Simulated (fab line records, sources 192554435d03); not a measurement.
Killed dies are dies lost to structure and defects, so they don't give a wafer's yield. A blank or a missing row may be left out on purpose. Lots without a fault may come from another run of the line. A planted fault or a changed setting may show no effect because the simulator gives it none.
fab line records | flow n5_finfet | part 2 of 2: steps 23 to 28 of 28
record lots=5 wafers=15 last_day=19
route steps=1938 shown MOL_CONTACT_COAG@580
lots that met no fault: from a run of the same line without faults
start_h: hours from the record's first day to the start of the lot's first wafer shown | wait_h: hours since the lot's step before | " the same as in the row above | L1.1+2: a row that stands for several wafers | - no value, or no start given | * or withheld: withheld | < > ~ a bound
route shown NAME@n: a module of which the file shows steps, and the number in the route of the first | usual: mean/standard deviation of fault-free wafers | same: alike in all rows | chamber/n: place in a boat | sites: the reading at each site | _std_site: their standard deviation | _edge_site: outer sites' mean less inner sites' | radius_mm: how far each site lies from the wafer's centre | mask NAME#n: copy n | behind: the tool/chamber that last shaped the wafer | hold: why the lot was held/for how many hours/how that ended | device: the transistor (n, p or np) that didn't switch | end of line: the same wafers' tests at the end of the route | a step without rows: its recipe alone | killed: dies lost to structure and defects at the first sort, not the wafer's yield | map: a wafer's dies, x killed, . not, _ none there
set.NAME: the setting as run; set.NAME@STEP: as run at that earlier step | model.NAME: the simulator's own value behind a step, which no gauge read
lots at some steps of the route; a table a step, a row a wafer
services: from which hour (start_h, from the record's first day; less than 0 if before it) a tool's chamber was out of use, for how many hours, and why
## steps
# step N5_MOL_CONTACT_COAG_CD_MEAS_40
# recipe target_cd_nm=25.1 landing_energy_ev=500 detector=se_inlens polarity=opening
# usual cd_nm=25.12/0.21
# columns lot.wafer tool chamber start_h wait_h cd_nm
L077.1 cd_sem-02 0 116.68 - 25.15
L077.3 " 0 " " 24.98
L077.4 " 0 " " 24.97
L078.2 cd_sem-01 0 123.66 - 24.67
L078.3 " 0 " " 24.87
L078.5 " 0 " " 25.00
L081.1 cd_sem-02 0 142.14 - 25.40
L081.3 " 0 " " 25.10
L081.4 " 0 " " 25.12
L086.1 cd_sem-02 0 174.38 - 25.27
L086.5 " 0 " " 24.80
L086.6 " 0 " " 24.89
L097.3 cd_sem-02 0 242.09 - 24.92
L097.4 " 0 " " 25.02
L097.6 " 0 " " 25.00
# step N5_MOL_CONTACT_COAG_OVL_MEAS_41
# recipe points_per_wafer=522
# usual VD_OVL=0.0/0.73
# columns lot.wafer tool chamber start_h wait_h VD_OVL[nm]
L077.1 overlay-01 0 116.71 0.0 -0.1
L077.3 " 0 " " 0.5
L077.4 " 0 " " -0.5
L078.2 overlay-01 0 123.70 0.0 0.2
L078.3 " 0 " " -0.5
L078.5 " 0 " " 0.0
L081.1 overlay-02 0 142.17 0.0 -0.7
L081.3 " 0 " " -0.5
L081.4 " 0 " " -0.7
L086.1 overlay-01 0 174.41 0.0 0.1
L086.5 " 0 " " 1.6
L086.6 " 0 " " 0.8
L097.3 overlay-02 0 242.13 0.0 0.2
L097.4 " 0 " " -0.4
L097.6 " 0 " " -0.9
# step N5_MOL_CONTACT_COAG_INSPECT_42
# recipe mode=adi inspect_instrument=brightfield
# usual raw_defect_count=194/49
# columns lot.wafer tool chamber start_h wait_h raw_defect_count
L077.1 defect_inspect-01 - 116.77 0.1 165
L077.3 " - " " 207
L077.4 " - " " 209
L078.2 defect_inspect-02 - 123.75 0.0 246
L078.3 " - " " 262
L078.5 " - " " 265
L081.1 defect_inspect-01 - 142.23 0.1 175
L081.3 " - " " 146
L081.4 " - " " 156
L086.1 defect_inspect-02 - 174.47 0.1 168
L086.5 " - " " 231
L086.6 " - " " 151
L097.3 defect_inspect-02 - 242.18 0.0 235
L097.4 " - " " 137
L097.6 " - " " 156
# step N5_MOL_CONTACT_COAG_DESCUM_45
# recipe chemistry=O2 time_s=7 source_power_w=50 bias_power_w=20 pressure_mtorr=20 rf_frequency_hz=2.712e+07 temp_c=40 resist=CAR-EUV o2_flow_sccm=225
# usual drypump_motor_current_A=5.9/0.47 oes_product_au=0.78/0.078 rf_vpp_V=243.4/1.3 showerhead_plenum_p_Torr=2.11/0.057 throttle_valve_pct=20.51/0.18
# columns lot.wafer tool chamber start_h wait_h drypump_motor_current_A oes_product_au rf_hours_counter_h rf_vpp_V showerhead_plenum_p_Torr throttle_valve_pct
L077.1 rie_diel-01 2 116.81 0.0 5.0 0.71 221 242.7 2.16 20.36
L077.3 " 0 " " 6.5 0.90 29 242.5 2.05 20.29
L077.4 " 3 " " 5.2 0.79 103 243.2 2.11 20.70
L078.2 rie_diel-05 3 123.78 0.0 6.0 0.84 75 242.0 2.03 20.57
L078.3 " 0 " " 5.7 0.84 58 246.5 2.21 20.48
L078.5 " 0 " " 5.7 0.86 - 244.2 2.21 20.49
L081.1 rie_diel-04 1 142.73 0.5 6.2 0.68 245 242.8 2.05 20.56
L081.3 " 2 " " 5.5 0.72 169 243.4 2.08 20.66
L081.4 " 0 " " 6.2 0.68 244 242.7 2.15 20.55
L086.1 rie_diel-04 2 174.78 0.3 5.6 0.72 179 243.0 2.08 20.68
L086.5 " 2 " " 5.5 0.71 - 243.4 2.08 20.70
L086.6 " 1 " " 6.2 0.68 - 243.0 2.05 20.61
L097.3 rie_diel-05 3 243.06 0.9 6.0 0.78 111 241.1 2.02 20.64
L097.4 " 0 " " 5.7 0.80 94 244.7 2.20 20.55
L097.6 " 0 " " 5.7 0.79 - 246.9 2.20 20.55
# step N5_MOL_CONTACT_COAG_ETCH_65
# recipe chemistry=N2/H2 target=underlayer target_depth_a=130 mask_material=CAR-EUV time_s=10.4 ion_energy_ev=200 pressure_mtorr=30 source_w=840 bias_w=150 n2_flow_sccm=200 h2_flow_sccm=200 ends=cleared
# usual drypump_motor_current_A=5.9/0.47 etch_rf_on_time_s=10.40/0.12 h2_flow_sccm=199.9/0.62 oes_product_au=0.67/0.065 rf_vpp_V=524.4/2 showerhead_plenum_p_Torr=2.56/0.071 throttle_valve_pct=17.96/0.16
# columns lot.wafer tool chamber start_h wait_h drypump_motor_current_A etch_rf_on_time_s h2_flow_sccm oes_product_au rf_hours_counter_h rf_vpp_V showerhead_plenum_p_Torr throttle_valve_pct
L077.1 rie_diel-01 2 116.84 0.0 5.0 10.50 200.4 0.60 221 525.6 2.61 17.72
L077.3 " 0 " " 6.5 10.22 199.4 0.77 29 521.2 2.49 17.74
L077.4 " 3 " " 5.2 10.10 199.3 0.69 103 524.7 2.57 18.10
L078.2 rie_diel-05 3 123.82 0.0 6.0 10.19 200.2 0.72 75 520.7 2.46 17.94
L078.3 " 0 " " 5.7 10.49 199.5 0.72 58 527.4 2.70 17.98
L078.5 " 0 " " 5.7 10.43 199.3 0.72 - 527.1 2.70 17.98
L081.1 rie_diel-04 1 142.77 0.0 6.3 10.64 200.8 0.58 245 523.3 2.50 18.01
L081.3 " 2 " " 5.6 10.68 199.0 0.61 169 524.1 2.53 18.15
L081.4 " 0 " " 6.2 10.71 200.5 0.58 244 523.5 2.61 17.98
L086.1 rie_diel-04 2 174.82 0.0 5.5 10.58 200.8 0.61 179 522.5 2.53 18.17
L086.5 " 2 " " 5.6 10.57 199.8 0.61 - 522.0 2.53 18.16
L086.6 " 1 " " 6.2 10.56 198.9 0.57 - 522.7 2.49 18.03
L097.3 rie_diel-05 3 243.10 0.0 6.0 10.34 200.1 0.68 111 521.3 2.45 17.98
L097.4 " 0 " " 5.7 10.46 200.1 0.67 94 527.8 2.68 18.05
L097.6 " 0 " " 5.7 10.50 199.7 0.68 - 527.1 2.68 18.05
# step N5_MOL_CONTACT_COAG_ETCH_66
# recipe chemistry=CF4 target=SiARC target_depth_a=130 mask_material=CAR-EUV time_s=21.7 ion_energy_ev=80 pressure_mtorr=40 source_w=545 bias_w=36 Ar_flow_sccm=100 cf4_flow_sccm=100 ends=cleared
# usual drypump_motor_current_A=5.9/0.47 etch_rf_on_time_s=21.75/0.28 oes_product_au=0.67/0.065 rf_vpp_V=184.2/0.94 showerhead_plenum_p_Torr=2.16/0.055 throttle_valve_pct=15.70/0.17
# columns lot.wafer tool chamber start_h wait_h drypump_motor_current_A etch_rf_on_time_s oes_product_au rf_hours_counter_h rf_vpp_V showerhead_plenum_p_Torr throttle_valve_pct
L077.1 rie_diel-01 2 116.86 0.0 4.9 21.72 0.61 221 185.9 2.20 15.61
L077.3 " 0 " " 6.5 21.75 0.77 29 182.8 2.10 15.43
L077.4 " 3 " " 5.2 21.39 0.67 103 184.3 2.15 15.81
L078.2 rie_diel-05 3 123.84 0.0 6.0 21.54 0.71 75 183.1 2.08 15.74
L078.3 " 0 " " 5.7 22.05 0.71 58 185.4 2.26 15.64
L078.5 " 0 " " 5.7 21.99 0.71 - 184.9 2.26 15.65
L081.1 rie_diel-04 1 142.79 0.0 6.2 21.72 0.59 245 183.2 2.11 15.83
L081.3 " 2 " " 5.5 21.80 0.62 169 183.1 2.14 15.90
L081.4 " 0 " " 6.2 21.65 0.58 244 185.8 2.19 15.79
L086.1 rie_diel-04 2 174.84 0.0 5.5 22.03 0.61 179 183.9 2.14 15.91
L086.5 " 2 " " 5.6 22.20 0.61 - 183.1 2.14 15.90
L086.6 " 1 " " 6.2 21.98 0.57 - 184.4 2.10 15.86
L097.3 rie_diel-05 3 243.12 0.0 6.0 21.55 0.68 111 182.0 2.07 15.79
L097.4 " 0 " " 5.7 21.94 0.68 94 183.6 2.25 15.72
L097.6 " 0 " " 5.7 21.97 0.68 - 185.0 2.25 15.71
## services
# columns tool chamber start_h hours kind
euv_scanner-01 - 94.54 1.0 pm
euv_scanner-02 - 113.53 1.0 pm
plasma_asher-01 - 117.89 8.2 repair
rie_diel-04 - 119.54 2.3 repair
rie_diel-05 - 132.88 14.6 pm
euv_scanner-01 - 140.86 2.2 repair
plasma_asher-02 - 146.07 28.1 pm
euv_scanner-01 - 150.74 1.0 pm
euv_scanner-02 - 160.46 5.8 pm
euv_scanner-02 - 167.86 1.9 repair
euv_scanner-02 - 169.79 1.0 pm
euv_scanner-01 - 173.59 6.2 pm
rie_diel-05 1 173.90 8.8 repair
rie_diel-04 1 176.16 8.1 repair
rie_diel-01 0 182.28 1.9 repair
euv_scanner-01 - 182.29 5.2 repair
plasma_asher-01 - 183.68 14.6 pm
wet_bench-04 - 185.28 1.9 pm
plasma_asher-02 - 187.79 18.5 repair
rie_diel-01 2 190.80 1.6 repair
euv_scanner-01 - 206.84 1.0 pm
rie_diel-04 0 214.62 7.9 repair
euv_scanner-02 - 225.83 1.0 pm
rie_diel-05 - 236.95 2.4 repair
